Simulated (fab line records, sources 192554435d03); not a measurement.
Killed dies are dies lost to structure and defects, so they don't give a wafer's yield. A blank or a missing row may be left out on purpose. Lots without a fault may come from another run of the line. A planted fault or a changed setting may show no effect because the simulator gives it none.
fab line records | flow n5_finfet | part 2 of 2: steps 19 to 19 of 19
record lots=6 wafers=18 last_day=16
route steps=1938 shown BEOL_M1@788 BEOL_M4@1111 PASSIVATION@1936
lots that met no fault: from a run of the same line without faults
start_h: hours from the record's first day to the start of the lot's first wafer shown | wait_h: hours since the lot's step before | " the same as in the row above | L1.1+2: a row that stands for several wafers | - no value, or no start given | * or withheld: withheld | < > ~ a bound
route shown NAME@n: a module of which the file shows steps, and the number in the route of the first | usual: mean/standard deviation of fault-free wafers | same: alike in all rows | chamber/n: place in a boat | sites: the reading at each site | _std_site: their standard deviation | _edge_site: outer sites' mean less inner sites' | radius_mm: how far each site lies from the wafer's centre | mask NAME#n: copy n | behind: the tool/chamber that last shaped the wafer | hold: why the lot was held/for how many hours/how that ended | device: the transistor (n, p or np) that didn't switch | end of line: the same wafers' tests at the end of the route | a step without rows: its recipe alone | killed: dies lost to structure and defects at the first sort, not the wafer's yield | map: a wafer's dies, x killed, . not, _ none there
set.NAME: the setting as run; set.NAME@STEP: as run at that earlier step | model.NAME: the simulator's own value behind a step, which no gauge read
lots at some steps of the route; a table a step, a row a wafer
services: from which hour (start_h, from the record's first day; less than 0 if before it) a tool's chamber was out of use, for how many hours, and why
## steps
# step N5_PASSIVATION_PROBE_49
# usual defect_limited_yield=91.2/1.4 killed_at_M0_to_M3=32/9.3 killed_at_M4_up=14/4.9 killed_at_contacts=15/7.5 killed_at_front_end=40/11 killed_at_other=4/3.3 killed_dies=104/17 killed_open=68/14 killed_short=33/7.9 sort_bin_5_function=5.2/0.99 sort_bin_6_memory=3.2/0.65 sort_bin_8_speed=0.03/0.19 sort_n_pass=1076/17 sort_yield_pct=91.1/1.5
# same gross_dies=1180 killed_at_back_side=0 sort_bin_4_leakage[%]=0
# columns lot.wafer tool chamber start_h wait_h defect_limited_yield[%] killed_at_M0_to_M3 killed_at_M4_up killed_at_contacts killed_at_front_end killed_at_other killed_dies killed_open killed_short sort_bin_5_function[%] sort_bin_6_memory[%] sort_bin_8_speed[%] sort_n_pass sort_yield_pct[%]
L663.1 prober-01 - 272.80 0.0 91.0 54 8 13 29 2 106 71 35 5.5 3.1 0 1074 91.0
L663.2 prober-01 - 272.85 0.1 91.4 36 18 8 36 4 102 74 28 4.4 4.2 0 1078 91.4
L663.3 prober-01 - 272.90 0.1 93.1 31 20 6 23 2 82 62 20 4.5 2.2 0 1098 93.1
L672.1 prober-02 - 319.79 0.0 89.7 40 11 16 44 10 121 90 26 6.1 3.6 0 1059 89.7
L672.4 prober-02 - 319.94 0.2 91.4 37 16 20 25 3 101 72 28 4.8 3.4 1.95 1056 89.5
L672.5 prober-02 - 319.99 0.2 89.7 54 7 23 34 4 122 84 38 6.3 3.6 0 1058 89.7
L673.1 prober-02 - 324.86 0.0 92.4 29 8 10 41 2 90 51 38 4.2 3.1 0 1090 92.4
L673.3 prober-02 - 324.96 0.1 90.0 35 22 11 48 2 118 75 41 5.3 4.6 0 1062 90.0
L673.6 prober-02 - 325.11 0.3 92.5 38 10 5 35 0 88 49 38 4.4 2.8 0 1092 92.5
L678.2 prober-02 - 363.30 0.1 89.6 41 17 13 42 10 123 81 35 5.7 4.4 0 1057 89.6
L678.4 prober-02 - 363.40 0.2 91.8 28 15 13 40 1 97 65 30 5.0 2.8 0 1083 91.8
L678.6 prober-02 - 363.50 0.3 91.4 30 5 20 36 11 102 49 45 5.2 3.0 0 1078 91.4
L683.1 prober-02 - 384.63 0.0 92.8 34 5 12 30 4 85 61 24 3.8 3.2 0 1095 92.8
L683.3 prober-02 - 384.73 0.1 93.2 24 13 7 30 6 80 53 22 4.2 2.3 0 1100 93.2
L683.4 prober-02 - 384.78 0.2 92.3 19 23 14 27 8 91 59 23 5.5 1.9 0 1089 92.3
L684.1 prober-01 - 393.53 0.0 93.5 34 14 4 24 1 77 56 20 4.0 2.5 0 1103 93.5
L684.2 prober-01 - 393.58 0.1 93.6 29 20 6 21 0 76 51 25 2.7 3.4 0 1104 93.6
L684.3 prober-01 - 393.63 0.1 92.5 33 15 15 24 2 89 61 28 4.4 2.9 0 1091 92.5
# killed by level:class
L663.1 BEOL_M0_SAQP:geometric_particle:short=17 BEOL_M1:geometric_particle:open=17 STI_FIN_REVEAL:geometric_particle:open=13 BEOL_M0_SAQP:geometric_particle:open=12 MOL_CONTACT_COAG:geometric_particle:open=10 GATE_CUT:geometric_particle:short=6 BEOL_M4:geometric_particle:open=5 BEOL_M0:geometric_particle:open=3
L663.2 STI_FIN_REVEAL:geometric_particle:open=13 BEOL_M1:geometric_particle:open=13 MOL_CONTACT_COAG:geometric_particle:open=7 BEOL_M0:geometric_particle:open=6 FIN_SAQP:geometric_particle:short=5 BEOL_M0_SAQP:geometric_particle:short=5 BEOL_M0_SAQP:geometric_particle:open=5 BEOL_M5:geometric_particle:open=4
L663.3 BEOL_M3:geometric_particle:open=10 STI_FIN_REVEAL:geometric_particle:open=7 BEOL_M1:geometric_particle:open=7 BEOL_M4:geometric_particle:open=7 BEOL_M1:geometric_particle:short=5 MOL_CONTACT_COAG:geometric_particle:open=4 BEOL_M5:geometric_particle:open=4 FIN_SAQP:geometric_particle:open=3
L672.1 MOL_CONTACT_COAG:geometric_particle:open=15 BEOL_M3:geometric_particle:open=13 BEOL_M0_SAQP:geometric_particle:open=11 STI_FIN_REVEAL:geometric_particle:open=9 FIN_SAQP:geometric_particle:open=8 BEOL_M0_SAQP:geometric_particle:short=7 DUMMY_GATE:geometric_particle:open=5 BEOL_M4:geometric_particle:open=5
L672.4 MOL_CONTACT_COAG:geometric_particle:open=16 BEOL_M0_SAQP:geometric_particle:short=13 STI_FIN_REVEAL:geometric_particle:open=11 BEOL_M4:geometric_particle:open=9 BEOL_M3:geometric_particle:open=7 BEOL_M1:geometric_particle:open=5 MOL_CONTACT_COAG:geometric_particle:short=4 BEOL_M0_SAQP:geometric_particle:open=4
L672.5 BEOL_M3:geometric_particle:open=30 MOL_CONTACT_COAG:geometric_particle:open=15 FIN_SAQP:geometric_particle:open=9 BEOL_M3:geometric_particle:short=9 MOL_CONTACT_COAG:geometric_particle:short=8 GATE_CUT:geometric_particle:short=6 STI_FIN_REVEAL:geometric_particle:open=5 BEOL_M0_SAQP:geometric_particle:open=4
L673.1 FIN_SAQP:geometric_particle:short=12 BEOL_M3:geometric_particle:open=9 FIN_SAQP:geometric_particle:open=6 MOL_CONTACT_COAG:geometric_particle:open=6 STI_FIN_REVEAL:geometric_particle:open=6 BEOL_M0_SAQP:geometric_particle:open=5 BEOL_M0_SAQP:geometric_particle:short=5 DUMMY_GATE:geometric_particle:short=4
L673.3 FIN_SAQP:geometric_particle:short=12 BEOL_M4:geometric_particle:open=12 FIN_SAQP:geometric_particle:open=11 BEOL_M3:geometric_particle:open=9 BEOL_M0_SAQP:geometric_particle:short=9 MOL_CONTACT_COAG:geometric_particle:open=9 BEOL_M2:geometric_particle:open=5 STI_FIN_REVEAL:geometric_particle:open=5
L673.6 FIN_SAQP:geometric_particle:short=16 BEOL_M0_SAQP:geometric_particle:open=15 FIN_SAQP:geometric_particle:open=9 BEOL_M0_SAQP:geometric_particle:short=9 BEOL_M2:geometric_particle:open=9 MOL_CONTACT_COAG:geometric_particle:short=3 BEOL_M4:geometric_particle:short=3 DUMMY_GATE:geometric_particle:open=2
L678.2 STI_FIN_REVEAL:geometric_particle:open=13 MOL_CONTACT_COAG:geometric_particle:open=11 BEOL_M3:geometric_particle:open=11 BEOL_M4:geometric_particle:open=11 BEOL_M0_SAQP:geometric_particle:short=8 BEOL_M0_SAQP:geometric_particle:open=8 FIN_SAQP:geometric_particle:open=5 FIN_SAQP:geometric_particle:short=5
L678.4 MOL_CONTACT_COAG:geometric_particle:open=11 FIN_SAQP:geometric_particle:open=10 BEOL_M0_SAQP:geometric_particle:short=10 BEOL_M4:geometric_particle:open=9 BEOL_M0_SAQP:geometric_particle:open=7 STARTING-WAFER:geometric_particle:open=7 GATE_CUT:geometric_particle:short=6 DUMMY_GATE:geometric_particle:open=5
L678.6 MOL_CONTACT_COAG:geometric_particle:open=13 FIN_SAQP:geometric_particle:short=9 MOL_CONTACT_COAG:geometric_particle:short=7 BEOL_M0_SAQP:geometric_particle:short=7 BEOL_M2:geometric_particle:open=7 PASSIVATION:area_etch=6 FIN_SAQP:geometric_particle:open=5 STI_FIN_REVEAL:geometric_particle:short=5
L683.1 BEOL_M0_SAQP:geometric_particle:open=11 MOL_CONTACT_COAG:geometric_particle:open=9 FIN_SAQP:geometric_particle:open=8 BEOL_M0_SAQP:geometric_particle:short=7 BEOL_M2:geometric_particle:open=5 STARTING-WAFER:geometric_particle:open=5 STI_FIN_REVEAL:geometric_particle:open=4 BEOL_M0:geometric_particle:open=4
L683.3 FIN_SAQP:geometric_particle:open=9 BEOL_M3:geometric_particle:open=7 BEOL_M4:geometric_particle:open=6 DUMMY_GATE:geometric_particle:open=5 MOL_CONTACT_COAG:geometric_particle:short=4 BEOL_M0_SAQP:geometric_particle:short=4 BEOL_M1:geometric_particle:open=4 PASSIVATION:area_etch=4
L683.4 MOL_CONTACT_COAG:geometric_particle:open=13 BEOL_M4:geometric_particle:open=12 BEOL_M3:geometric_particle:open=7 PASSIVATION:area_etch=7 STI_FIN_REVEAL:geometric_particle:open=6 STARTING-WAFER:geometric_particle:short=5 BEOL_M8:geometric_particle:open=4 BEOL_M1:geometric_particle:open=4
L684.1 BEOL_M1:geometric_particle:open=7 BEOL_M2:geometric_particle:open=7 BEOL_M4:geometric_particle:open=6 STI_FIN_REVEAL:geometric_particle:open=6 MOL_CONTACT_COAG:geometric_particle:open=4 BEOL_M0_SAQP:geometric_particle:open=4 BEOL_M0:geometric_particle:open=4 BEOL_M5:geometric_particle:open=4
L684.2 BEOL_M4:geometric_particle:open=9 BEOL_M0_SAQP:geometric_particle:open=7 BEOL_M1:geometric_particle:open=7 DUMMY_GATE:geometric_particle:open=5 STI_FIN_REVEAL:geometric_particle:open=4 MOL_CONTACT_COAG:geometric_particle:short=4 BEOL_M0_SAQP:geometric_particle:short=4 BEOL_M5:geometric_particle:open=4
L684.3 STI_FIN_REVEAL:geometric_particle:open=11 MOL_CONTACT_COAG:geometric_particle:open=10 BEOL_M1:geometric_particle:open=8 BEOL_M0_SAQP:geometric_particle:short=7 BEOL_M4:geometric_particle:open=6 MOL_CONTACT_COAG:geometric_particle:short=5 BEOL_M0_SAQP:geometric_particle:open=5 BEOL_M5:geometric_particle:open=5
## services
# columns tool chamber start_h hours kind
rie_diel-03 0 115.96 8.9 repair
ald_sin-03 0 149.07 8.7 repair
rie_diel-02 3 159.07 - clean
rie_diel-02 3 159.07 - consumable_replace:focus_ring
rie_diel-02 3 159.07 16.3 scheduled_down
rie_diel-02 3 159.07 16.3 vent_cycle
rie_diel-06 0 163.38 9.6 repair
ald_sin-03 - 164.77 4.3 pm
ald_sin-03 - 176.75 14.0 pm
ald_sin-03 0 176.75 14.0 vent_cycle
ald_sin-03 1 176.75 14.0 vent_cycle
ald_sin-03 2 176.75 14.0 vent_cycle
ald_sin-03 3 176.75 14.0 vent_cycle
ald_sin-03 0 190.75 - clean
ald_sin-03 1 190.75 - clean
ald_sin-03 2 190.75 - clean
ald_sin-03 3 190.75 - clean
ald_sin-01 - 199.61 1.2 repair
rie_diel-02 1 245.26 - clean
rie_diel-02 1 245.26 - consumable_replace:focus_ring
rie_diel-02 1 245.26 17.8 scheduled_down
rie_diel-02 1 245.26 17.8 vent_cycle
